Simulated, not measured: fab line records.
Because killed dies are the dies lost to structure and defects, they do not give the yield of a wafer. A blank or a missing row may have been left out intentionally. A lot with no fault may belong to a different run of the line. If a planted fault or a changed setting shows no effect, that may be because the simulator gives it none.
fab line records -- flow nand_harc
record lots=7, wafers=21, last_day=33
route steps=1302 shown A_BLC@1118
lots that met no fault: from a run of the same line without faults
start_h: hours from the record's first day to the start of the lot's first wafer shown -- wait_h: hours since the lot's step before -- " repeats the value in the row above -- L1.1+2: one row covering several wafers at once -- - value missing, or start not given -- * or withheld: withheld -- < > ~ a bound
route shown NAME@n: a module of which the file shows steps, and the number in the route of the first -- usual: mean/standard deviation of fault-free wafers -- same: alike in all rows -- chamber/n: place in a boat -- sites: per-site readings -- _std_site: their standard deviation -- _edge_site: outer sites' mean less inner sites' -- radius_mm: for every site, how far away it sits from the centre of the wafer -- mask NAME#n: copy n -- behind: the most recent tool/chamber to have shaped the wafer -- hold: what put the lot on hold/how long, in hours/how the hold closed -- device: the transistor (n, p or np) that didn't switch -- end of line: tests run on the same wafers once the route is complete -- for a step that has no rows: nothing shown but its recipe -- killed: dies that structure and defects cost at the first sort, which is not the same as the wafer's yield -- map: a wafer's dies, marking killed ones x, the rest . and places with no die _
set.NAME: the setting the step ran with; set.NAME@STEP: the setting that earlier step ran with -- model.NAME: the simulator's own value behind a step, which no gauge read
lots seen at some steps along the route; tables by step, rows by wafer
services: from which hour (start_h, from the record's first day; less than 0 if before it) a tool's chamber was out of use, for how many hours, and why
## steps
# step NHARC_A_BLC_OVL_MEAS_11
# usual overlay_x_nm=0.0/0.79, overlay_y_nm=0.1/0.64
lot.wafer,tool,chamber,start_h,wait_h,overlay_x_nm,overlay_y_nm
L591.1,overlay-02,-,549.87,-,1.1,0.4
L591.2,overlay-02,-,549.87,-,0.9,0.1
L591.4,overlay-02,-,549.87,-,0.6,0.1
L594.3,overlay-02,-,555.11,-,0.8,-1.3
L594.4,overlay-02,-,555.11,-,0.6,-1.3
L594.6,overlay-02,-,555.11,-,0.7,-1.0
L608.4,overlay-02,-,700.80,-,1.3,0.5
L608.5,overlay-02,-,700.80,-,1.1,0.3
L608.6,overlay-02,-,700.80,-,1.3,0.7
L610.3,overlay-02,-,717.19,-,-0.6,1.0
L610.5,overlay-02,-,717.19,-,-0.7,0.6
L610.6,overlay-02,-,717.19,-,-0.6,0.6
L609.1,overlay-01,-,719.86,-,0.1,-0.3
L609.2,overlay-01,-,719.86,-,0.3,-0.4
L609.3,overlay-01,-,719.86,-,0.1,-0.3
L611.1,overlay-01,-,737.67,-,-0.7,1.0
L611.2,overlay-01,-,737.67,-,-0.8,1.4
L611.6,overlay-01,-,737.67,-,-1.1,0.8
L612.1,overlay-01,-,738.90,-,-0.8,-0.4
L612.2,overlay-01,-,738.90,-,-0.7,0.0
L612.3,overlay-01,-,738.90,-,-0.9,-0.2
# step NHARC_A_BLC_INSPECT_12
# usual raw_defect_count=85/38
lot.wafer,tool,chamber,start_h,wait_h,raw_defect_count
L591.1,defect_inspect-02,-,549.91,0.0,91
L591.2,defect_inspect-02,-,549.91,0.0,103
L591.4,defect_inspect-02,-,549.91,0.0,102
L594.3,defect_inspect-01,-,555.14,0.0,106
L594.4,defect_inspect-01,-,555.14,0.0,130
L594.6,defect_inspect-01,-,555.14,0.0,131
L608.4,defect_inspect-01,-,700.83,0.0,96
L608.5,defect_inspect-01,-,700.83,0.0,116
L608.6,defect_inspect-01,-,700.83,0.0,115
L610.3,defect_inspect-01,-,717.22,0.0,24
L610.5,defect_inspect-01,-,717.22,0.0,20
L610.6,defect_inspect-01,-,717.22,0.0,21
L609.1,defect_inspect-01,-,719.89,0.0,142
L609.2,defect_inspect-01,-,719.89,0.0,134
L609.3,defect_inspect-01,-,719.89,0.0,131
L611.1,defect_inspect-01,-,737.71,0.0,58
L611.2,defect_inspect-01,-,737.71,0.0,56
L611.6,defect_inspect-01,-,737.71,0.0,45
L612.1,defect_inspect-02,-,738.94,0.0,116
L612.2,defect_inspect-02,-,738.94,0.0,116
L612.3,defect_inspect-02,-,738.94,0.0,115
# step NHARC_A_BLC_DESCUM_15
# recipe time_s=3, o2_flow_sccm=200, ar_flow_sccm=0, bias_power_w=0, chemistry=O2
# usual drypump_motor_current_A=5.9/0.45, oes_product_au=0.998/0.0089, rf_vpp_V=57.8/0.88, showerhead_plenum_p_Torr=1.91/0.062, throttle_valve_pct=11.312/0.0089
lot.wafer,tool,chamber,start_h,wait_h,drypump_motor_current_A,oes_product_au,rf_hours_counter_h,rf_vpp_V,showerhead_plenum_p_Torr,throttle_valve_pct
L591.1,rie_diel-02,1,549.97,0.1,5.7,1.001,53,58.4,1.98,11.327
L591.4,rie_diel-02,2,549.97,0.1,5.6,0.991,54,58.7,1.84,11.310
L591.2,rie_diel-02,3,549.97,0.1,5.8,0.986,57,58.7,2.04,11.312
L594.3,rie_diel-01,0,555.22,0.1,5.8,0.989,11,56.8,1.84,11.314
L594.6,rie_diel-01,3,555.22,0.1,6.2,0.993,-,57.8,2.01,11.329
L594.4,rie_diel-01,0,555.22,0.1,5.8,0.989,-,57.1,1.84,11.309
L608.4,rie_diel-06,2,700.90,0.1,5.7,0.986,2,57.3,1.90,11.317
L608.6,rie_diel-06,1,700.90,0.1,6.0,0.997,-,57.6,1.91,11.325
L608.5,rie_diel-06,2,700.90,0.1,5.7,1.000,-,57.0,1.90,11.311
L610.3,rie_diel-06,1,717.31,0.1,6.0,0.983,3,57.0,1.91,11.321
L610.5,rie_diel-06,2,717.31,0.1,5.7,0.994,-,57.8,1.90,11.317
L610.6,rie_diel-06,3,717.31,0.1,5.9,0.994,-,57.8,1.92,11.312
L609.3,rie_diel-06,1,719.95,0.1,6.0,0.991,3,57.0,1.91,11.321
L609.1,rie_diel-06,2,719.95,0.1,5.7,0.997,3,57.8,1.90,11.310
L609.2,rie_diel-06,0,719.95,0.1,6.2,0.996,4,58.8,1.93,11.299
L611.2,rie_diel-06,3,737.78,0.1,5.9,0.984,5,57.9,1.92,11.316
L611.1,rie_diel-06,0,737.78,0.1,6.2,0.991,5,59.4,1.94,11.315
L611.6,rie_diel-06,3,737.78,0.1,5.9,0.993,-,58.1,1.92,11.327
L612.2,rie_diel-06,1,739.03,0.1,6.0,0.977,5,57.1,1.91,11.323
L612.3,rie_diel-06,2,739.03,0.1,5.7,0.986,5,57.2,1.90,11.306
L612.1,rie_diel-06,3,739.03,0.1,5.9,0.979,6,58.1,1.92,11.311
# step NHARC_A_BLC_ETCH_16
# recipe target_depth_a=390, over_etch_frac=0.3, time_s=65, ion_energy_ev=80, cf4_flow_sccm=150, ar_flow_sccm=0, rf_w=300, bias_w=100, chemistry=CF4
# usual bias_w=100.0/0.31, drypump_motor_current_A=5.9/0.44, oes_product_au=0.997/0.0082, rf_vpp_V=151.1/1.1, showerhead_plenum_p_Torr=1.76/0.052, throttle_valve_pct=13.285/0.0092
lot.wafer,tool,chamber,start_h,wait_h,bias_w,drypump_motor_current_A,oes_product_au,rf_hours_counter_h,rf_vpp_V,showerhead_plenum_p_Torr,throttle_valve_pct
L591.4,rie_diel-02,1,550.05,0.1,99.7,5.8,1.005,53,151.6,1.83,13.288
L591.2,rie_diel-02,2,550.05,0.1,99.8,5.5,1.002,54,150.8,1.71,13.296
L591.1,rie_diel-02,0,550.05,0.1,100.9,5.6,0.999,56,150.4,1.75,13.284
L594.3,rie_diel-01,0,555.30,0.1,100.1,5.8,0.993,11,150.3,1.71,13.285
L594.6,rie_diel-01,0,555.30,0.1,100.1,5.8,0.986,-,149.7,1.71,13.281
L594.4,rie_diel-01,1,555.30,0.1,99.8,6.5,0.998,-,152.0,1.72,13.287
L608.4,rie_diel-06,1,700.98,0.1,100.3,6.0,0.993,2,150.8,1.76,13.286
L608.5,rie_diel-06,1,700.98,0.1,99.8,6.0,1.003,-,152.7,1.76,13.294
L608.6,rie_diel-06,2,700.98,0.1,99.7,5.7,1.000,-,150.7,1.76,13.278
L610.3,rie_diel-06,0,717.37,0.1,100.3,6.2,0.981,3,151.2,1.79,13.306
L610.5,rie_diel-06,3,717.37,0.1,100.0,5.9,0.986,-,150.4,1.77,13.283
L610.6,rie_diel-06,0,717.37,0.1,99.9,6.1,0.982,-,151.1,1.79,13.288
L609.1,rie_diel-06,2,720.04,0.1,100.0,5.7,0.991,3,151.3,1.76,13.268
L609.2,rie_diel-06,3,720.04,0.1,99.8,5.9,0.997,4,152.0,1.77,13.274
L609.3,rie_diel-06,0,720.04,0.1,100.0,6.1,0.986,4,153.0,1.79,13.277
L611.2,rie_diel-06,1,738.01,0.2,99.9,6.0,0.989,5,152.0,1.76,13.286
L611.1,rie_diel-06,3,738.01,0.2,100.1,5.9,0.994,5,150.6,1.77,13.274
L611.6,rie_diel-06,2,738.01,0.2,100.0,5.7,0.997,-,151.0,1.76,13.283
L612.1,rie_diel-06,1,739.18,0.1,100.3,6.0,0.993,5,151.1,1.76,13.274
L612.2,rie_diel-06,2,739.18,0.1,100.5,5.7,0.984,5,150.4,1.76,13.279
L612.3,rie_diel-06,0,739.18,0.1,99.5,6.2,0.987,6,151.7,1.79,13.300
# step NHARC_A_BLC_ETCH_17
# recipe target_depth_a=3900, over_etch_frac=0.25, time_s=609.38, ion_energy_ev=200, n2_flow_sccm=150, h2_flow_sccm=150, ar_flow_sccm=0, rf_w=400, bias_w=150, chemistry=N2/H2
# step NHARC_A_BLC_ETCH_18
# recipe target_depth_a=9100, c4f8_flow_sccm=20, o2_flow_sccm=10, ar_flow_sccm=withheld, rf_w=600, bias_w=1500, chemistry=C4F8/O2/Ar
# usual bias_w=1500/4.4, oes_product_au=0.945/0.021, rf_vpp_V=978/4.1
lot.wafer,tool,chamber,start_h,wait_h,bias_w,oes_product_au,rf_hours_counter_h,rf_vpp_V
L591.2,rie_diel-02,0,-,-,1494,0.924,57,977
L591.1,rie_diel-02,1,-,-,1500,0.928,53,983
L591.4,rie_diel-02,2,-,-,1499,0.918,55,974
L594.3,rie_diel-01,1,-,-,1497,0.959,11,973
L594.6,rie_diel-01,1,-,-,1493,0.953,-,974
L594.4,rie_diel-01,3,-,-,1499,0.953,-,985
L608.4,rie_diel-06,2,-,-,1506,0.954,2,978
L608.5,rie_diel-06,3,-,-,1501,0.973,-,978
L608.6,rie_diel-06,0,-,-,1506,0.962,-,979
L610.3,rie_diel-06,1,-,-,1495,0.978,3,978
L610.5,rie_diel-06,1,-,-,1492,0.964,-,978
L610.6,rie_diel-06,2,-,-,1503,0.962,-,977
L609.3,rie_diel-06,0,-,-,1501,0.919,4,979
L609.2,rie_diel-06,2,-,-,1494,0.924,3,977
L609.1,rie_diel-06,3,-,-,1492,0.922,4,979
L611.1,rie_diel-06,3,-,-,1503,0.940,6,977
L611.2,rie_diel-06,1,-,-,1499,0.945,5,978
L611.6,rie_diel-06,3,-,-,1505,0.931,-,979
L612.2,rie_diel-06,1,-,-,1495,0.921,6,977
L612.1,rie_diel-06,2,-,-,1499,0.933,5,977
L612.3,rie_diel-06,0,-,-,1490,0.946,7,981
# step NHARC_A_BLC_CD_MEAS_19
# usual cd_nm=100.0/2.1
lot.wafer,tool,chamber,start_h,wait_h,cd_nm
L591.1,cd_sem-03,-,550.93,-,99.9
L591.2,cd_sem-03,-,550.93,-,101.5
L591.4,cd_sem-03,-,550.93,-,101.0
L594.3,cd_sem-01,-,556.36,-,95.5
L594.4,cd_sem-01,-,556.36,-,98.0
L594.6,cd_sem-01,-,556.36,-,97.1
L608.4,cd_sem-03,-,701.86,-,98.2
L608.5,cd_sem-03,-,701.86,-,101.4
L608.6,cd_sem-03,-,701.86,-,101.5
L610.3,cd_sem-01,-,718.25,-,99.9
L610.5,cd_sem-01,-,718.25,-,99.1
L610.6,cd_sem-01,-,718.25,-,100.0
L609.1,cd_sem-03,-,720.92,-,98.5
L609.2,cd_sem-03,-,720.92,-,100.4
L609.3,cd_sem-03,-,720.92,-,100.9
L611.1,cd_sem-01,-,738.89,-,100.0
L611.2,cd_sem-01,-,738.89,-,99.8
L611.6,cd_sem-01,-,738.89,-,100.6
L612.1,cd_sem-02,-,740.06,-,99.0
L612.2,cd_sem-02,-,740.06,-,100.2
L612.3,cd_sem-02,-,740.06,-,102.4
# step NHARC_A_BLC_STRIP_29
# recipe cf4_flow_sccm=150, ar_flow_sccm=0, bias_w=0, chemistry=CF4
# usual drypump_motor_current_A=5.9/0.43, oes_product_au=0.999/0.0088, rf_vpp_V=59.3/0.93, showerhead_plenum_p_Torr=1.76/0.045, throttle_valve_pct=13.285/0.0093
# same bias_w=0
lot.wafer,tool,chamber,start_h,wait_h,drypump_motor_current_A,oes_product_au,rf_hours_counter_h,rf_vpp_V,showerhead_plenum_p_Torr,throttle_valve_pct
L591.2,rie_diel-01,2,551.01,0.1,4.9,1.020,11,57.2,1.72,13.280
L591.1,rie_diel-01,0,551.01,0.1,5.8,0.997,11,59.5,1.71,13.284
L591.4,rie_diel-01,1,551.01,0.1,6.5,1.014,11,59.0,1.72,13.289
L594.4,rie_diel-02,2,556.43,0.1,5.5,0.991,55,57.1,1.71,13.281
L594.3,rie_diel-02,0,556.43,0.1,5.6,0.985,58,58.6,1.75,13.289
L594.6,rie_diel-02,3,556.43,0.1,5.8,0.984,-,58.8,1.88,13.262
L608.4,rie_diel-01,2,701.95,0.1,4.9,1.013,9,60.6,1.71,13.293
L608.6,rie_diel-01,0,701.95,0.1,5.8,0.985,-,58.2,1.70,13.284
L608.5,rie_diel-01,1,701.95,0.1,6.5,1.010,-,60.3,1.72,13.290
L610.3,rie_diel-06,2,718.34,0.1,5.7,0.991,3,60.0,1.76,13.293
L610.5,rie_diel-06,0,718.34,0.1,6.2,0.988,-,59.0,1.79,13.267
L610.6,rie_diel-06,1,718.34,0.1,6.0,0.990,-,58.0,1.76,13.284
L609.1,rie_diel-01,1,721.00,0.1,6.5,1.002,11,59.5,1.72,13.285
L609.2,rie_diel-01,3,721.00,0.1,6.2,1.006,11,60.7,1.85,13.273
L609.3,rie_diel-01,0,721.00,0.1,5.8,0.989,10,58.2,1.70,13.277
L611.1,rie_diel-06,2,738.98,0.1,5.7,0.997,5,59.9,1.76,13.275
L611.2,rie_diel-06,3,738.98,0.1,5.9,0.997,6,59.1,1.77,13.280
L611.6,rie_diel-06,1,738.98,0.1,6.0,0.990,-,59.6,1.76,13.277
L612.3,rie_diel-06,3,740.13,0.1,5.9,0.999,6,60.0,1.77,13.285
L612.1,rie_diel-06,0,740.13,0.1,6.1,0.996,7,59.9,1.79,13.283
L612.2,rie_diel-06,1,740.13,0.1,6.0,0.989,6,58.7,1.76,13.297
# step NHARC_A_BLC_STRIP_21
# recipe o2_flow_sccm=500, ar_flow_sccm=0, bias_w=0, chemistry=O2
# step NHARC_A_BLC_STRIP_22
# recipe time_s=600, temp_c=30, chemistry=post_etch_residue_remover
# step NHARC_A_BLC_DEGAS_30
# recipe temp_c=300, time_s=60
# usual heater_power_w=460/49
lot.wafer,tool,chamber,start_h,wait_h,heater_power_w
L591.2,pvd_sputter-02,-,551.55,-,434
L591.4,pvd_sputter-02,-,551.55,-,364
L591.1,pvd_sputter-02,-,551.55,-,558
L594.4,pvd_sputter-03,-,556.96,-,484
L594.3,pvd_sputter-03,-,556.96,-,452
L594.6,pvd_sputter-03,-,556.96,-,475
L608.4,pvd_sputter-01,-,702.50,-,471
L608.5,pvd_sputter-01,-,702.50,-,455
L608.6,pvd_sputter-01,-,702.50,-,450
L610.3,pvd_sputter-01,-,718.87,-,464
L610.6,pvd_sputter-01,-,718.87,-,440
L610.5,pvd_sputter-01,-,718.87,-,442
L609.1,pvd_sputter-01,-,721.56,-,472
L609.3,pvd_sputter-01,-,721.56,-,455
L609.2,pvd_sputter-01,-,721.56,-,441
L611.1,pvd_sputter-02,-,739.55,-,341
L611.2,pvd_sputter-02,-,739.55,-,553
L611.6,pvd_sputter-02,-,739.55,-,357
L612.3,pvd_sputter-01,-,740.67,-,437
L612.2,pvd_sputter-01,-,740.67,-,446
L612.1,pvd_sputter-01,-,740.67,-,440
# step NHARC_A_BLC_PRE_CLEAN_31
# recipe time_s=15, bias_v=250, gas=Ar
# step NHARC_A_BLC_PVD_32
# recipe target_thk_a=50, chamber_pressure_pa=5, power_w=5000, substrate_temp_c=200, time_s=17.7, material=Ti
# usual cathode_dc_power_W=5000.0/0.92, chamber_pressure_pa=5.000/0.011, throttle_valve_pct=30.2/1.2
lot.wafer,tool,chamber,start_h,wait_h,cathode_dc_power_W,chamber_pressure_pa,throttle_valve_pct
L591.4,pvd_sputter-02,-,551.68,-,5000.4,4.989,29.5
L591.1,pvd_sputter-02,-,551.68,-,4998.9,4.996,30.9
L591.2,pvd_sputter-02,-,551.68,-,4997.7,4.994,32.0
L594.3,pvd_sputter-03,-,557.09,-,5000.9,4.995,28.4
L594.4,pvd_sputter-03,-,557.09,-,5000.9,4.998,30.6
L594.6,pvd_sputter-03,-,557.09,-,5001.0,4.987,30.5
L608.4,pvd_sputter-01,-,702.61,-,5000.8,4.996,28.7
L608.5,pvd_sputter-01,-,702.61,-,5001.1,5.012,31.6
L608.6,pvd_sputter-01,-,702.61,-,4998.9,5.000,28.6
L610.3,pvd_sputter-01,-,718.99,-,-,-,-
L610.6,pvd_sputter-01,-,718.99,-,-,-,-
L610.5,pvd_sputter-01,-,718.99,-,-,-,-
L609.2,pvd_sputter-01,-,722.13,-,-,-,-
L609.1,pvd_sputter-01,-,722.13,-,-,-,-
L609.3,pvd_sputter-01,-,722.13,-,-,-,-
L611.1,pvd_sputter-02,-,739.68,-,-,-,-
L611.2,pvd_sputter-02,-,739.68,-,-,-,-
L611.6,pvd_sputter-02,-,739.68,-,-,-,-
L612.1,pvd_sputter-01,-,740.79,-,5000.5,5.004,28.7
L612.2,pvd_sputter-01,-,740.79,-,4997.6,5.018,31.3
L612.3,pvd_sputter-01,-,740.79,-,4999.8,4.995,31.3
# step NHARC_A_BLC_ALD_23
# recipe target_thk_a=30, pulse_time_s=1, ald_cycles=150, temp_c=450, material=TiN
## services
tool,chamber,start_h,hours,kind
pvd_sputter-03,-,526.09,10.0,pm
rie_diel-06,0,542.20,-,clean
rie_diel-06,1,542.20,-,clean
rie_diel-06,2,542.20,-,clean
rie_diel-06,3,542.20,-,clean
rie_diel-01,2,553.03,9.4,repair
rie_diel-01,-,558.12,9.0,pm
rie_diel-06,0,566.70,-,clean
rie_diel-02,-,570.93,9.0,pm
pvd_sputter-01,-,582.00,10.0,pm
rie_diel-01,1,601.98,3.9,repair
rie_diel-06,0,604.93,7.4,repair
rie_diel-06,3,636.91,6.2,repair
pvd_sputter-02,-,638.21,10.0,pm
rie_diel-06,-,661.20,9.0,pm
rie_diel-01,0,665.49,9.5,repair
pvd_sputter-03,-,672.96,2.1,repair
pvd_sputter-03,-,678.46,5.5,repair
pvd_sputter-02,-,693.21,11.4,repair
pvd_sputter-03,-,704.09,10.0,pm
rie_diel-01,0,711.86,6.3,repair
rie_diel-01,2,714.35,63.7,repair
pvd_sputter-02,-,716.23,5.9,repair
rie_diel-01,-,735.12,9.0,pm
## key
first_sign step=NHARC_A_BLC_PVD_32, reading=tool_record, direction=missing
effect none on later readings
met_at NHARC_A_BLC_PVD_32
struck_wafers L609.1,L609.2,L609.3,L610.3,L610.5,L610.6,L611.1,L611.2,L611.6
sort_left_out L609.1,L609.2,L609.3,L610.3,L610.5,L610.6,L611.1,L611.2,L611.6
tester_left_out L609,L610,L611
onset_between 702.61 718.99
fault kind=skipped_step_whole, tool=pvd_sputter-01,pvd_sputter-02, chamber=-, onset_h=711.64, steps=NHARC_A_BLC_PVD_32, scope=struck_lots_only
# tester_left_out: of these lots the tester's yield and bins aren't shown, on N5 and GAA mostly nor the transistor test; their killed dies are dies lost to structure and defects alone, not to doping, threshold or leakage, so they don't give the yield
# sort_left_out: the simulated sort isn't trusted on such a fault, so these wafers' sort isn't shown, and their yield isn't known
